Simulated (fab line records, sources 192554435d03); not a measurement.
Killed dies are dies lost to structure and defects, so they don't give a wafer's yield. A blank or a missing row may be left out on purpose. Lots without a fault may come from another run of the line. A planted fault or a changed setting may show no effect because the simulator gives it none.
Which tool did it? | flow n5_finfet | 13 lots, 33 wafers sampled, at 2 steps of a route of 1938

WHAT THE GAUGES READ, wafer by wafer
N5_BEOL_M9_OCD_MEAS_38.
lot  | measured     | on     | trench_depth_nm (nm)
L798 | day 9 18:14  | ocd-01 | 150.5 151.4 151.5
L797 | day 10 05:36 | ocd-02 | 150.9 152.9
L799 | day 10 05:41 | ocd-02 | 149.6 149.7
L800 | day 10 21:59 | ocd-02 | 148.7 152.0 153.3
L801 | day 11 01:02 | ocd-02 | 148.5 155.5 147.9
L803 | day 11 06:44 | ocd-01 | 150.5 154.3 150.2
L805 | day 12 03:17 | ocd-01 | 149.8 150.4
L808 | day 12 15:28 | ocd-02 | 149.2 148.5
L807 | day 12 15:51 | ocd-01 | 153.7 156.5 156.6
L809 | day 12 15:53 | ocd-02 | 147.6 151.4 152.4
L814 | day 14 04:23 | ocd-01 | 147.2 147.1
L819 | day 15 14:56 | ocd-01 | 156.4 156.6
L820 | day 15 17:23 | ocd-01 | 150.2 146.1 150.4

WHICH TOOL RAN EACH LOT (tool, then ch and the chambers of the sampled wafers, then the start)
lot  | N5_BEOL_M9_TRENCH_ETCH_37
L798 | rie_diel-04 ch 0,1, day 9 18:14 or earlier
L797 | rie_diel-05 ch 2,3, day 10 05:36 or earlier
L799 | rie_diel-04 ch 0,1, day 10 05:41 or earlier
L800 | rie_diel-05 ch 0,3, day 10 21:59 or earlier
L801 | rie_diel-04 ch 1,3, day 11 01:02 or earlier
L803 | rie_diel-05 ch 0,3, day 11 06:44 or earlier
L805 | rie_diel-04 ch 1,2, day 12 03:17 or earlier
L808 | rie_diel-05 ch 1, day 12 15:28 or earlier
L807 | rie_diel-01 ch 1,3, day 12 15:51 or earlier
L809 | rie_diel-05 ch 0,1,2, day 12 15:53 or earlier
L814 | rie_diel-05 ch 1, day 14 04:23 or earlier
L819 | rie_diel-01 ch 3, day 15 14:56 or earlier
L820 | rie_diel-05 ch 1,2,3, day 15 17:23 or earlier
- N5_BEOL_M9_TRENCH_ETCH_37: etches SiCOH lowk in C4F6/O2, target depth 151.43 nm, time 49 s.

WHAT THE TOOLS THEMSELVES READ (means of the sampled wafers that have a number; where no wafer has one, the mark that the record gives instead)
N5_BEOL_M9_TRENCH_ETCH_37.
lot  | tool        | drypump_motor_current_A (A) | oes_o_777_au (a.u.) | oes_product_au (a.u.) | rf_vpp_V (V) | showerhead_plenum_p_Torr (Torr) | throttle_valve_pct (%)
L798 | rie_diel-04 | 5.9                         | 0.76                | 0.74                  | 653          | 2.89                            | 21.0
L797 | rie_diel-05 | 5.8                         | 0.76                | 0.77                  | 650          | 2.86                            | 21.1
L799 | rie_diel-04 | 6.0                         | 0.74                | 0.72                  | 661          | 2.89                            | 21.1
L800 | rie_diel-05 | 5.9                         | 0.77                | 0.78                  | 674          | 2.94                            | 20.9
L801 | rie_diel-04 | 5.5                         | 0.85                | 0.82                  | 649          | 2.88                            | 20.8
L803 | rie_diel-05 | 6.1                         | 0.79                | 0.79                  | 659          | 2.90                            | 21.2
L805 | rie_diel-04 | 6.0                         | 0.74                | 0.73                  | 642          | 2.81                            | 21.2
L808 | rie_diel-05 | 5.8                         | 0.71                | 0.72                  | 657          | 2.72                            | 21.2
L807 | rie_diel-01 | 5.3                         | 0.83                | 0.82                  | 665          | 2.87                            | 20.9
L809 | rie_diel-05 | 5.6                         | 0.72                | 0.73                  | 669          | 2.84                            | 20.9
L814 | rie_diel-05 | 5.8                         | 0.70                | 0.70                  | 655          | 2.72                            | 21.3
L819 | rie_diel-01 | 5.2                         | 0.81                | 0.80                  | 664          | 2.87                            | 21.2
L820 | rie_diel-05 | 5.8                         | 0.71                | 0.72                  | 652          | 2.80                            | 21.2

THE ANSWER, worked out from the rows above alone
Rule: what is usual is taken from the lots themselves. Put in order of their means at a reading, lots are off if they are a third of the lots or fewer, leave a main group of 4 or more, and stand apart from it by a gap of 3 or more times the standard deviation of the main group's means; of several such gaps the widest counts. A main group whose means are all the same, to the digits that the tables above print for the reading, isn't used. A lot without any number at a reading at which 4 lots or more have one is off too. The other lots that the step has rows for count as sound. The gauges are gone through in route order, then the tools' own readings, and for those a lot's mean is taken as printed above. The first step at which some lot is off is used, and at that step the reading that is off furthest; a lot without a number counts as furthest.
No lot is off at any reading shown: from this, nothing can be told.

WHAT THE SIMULATOR HAD PUT IN
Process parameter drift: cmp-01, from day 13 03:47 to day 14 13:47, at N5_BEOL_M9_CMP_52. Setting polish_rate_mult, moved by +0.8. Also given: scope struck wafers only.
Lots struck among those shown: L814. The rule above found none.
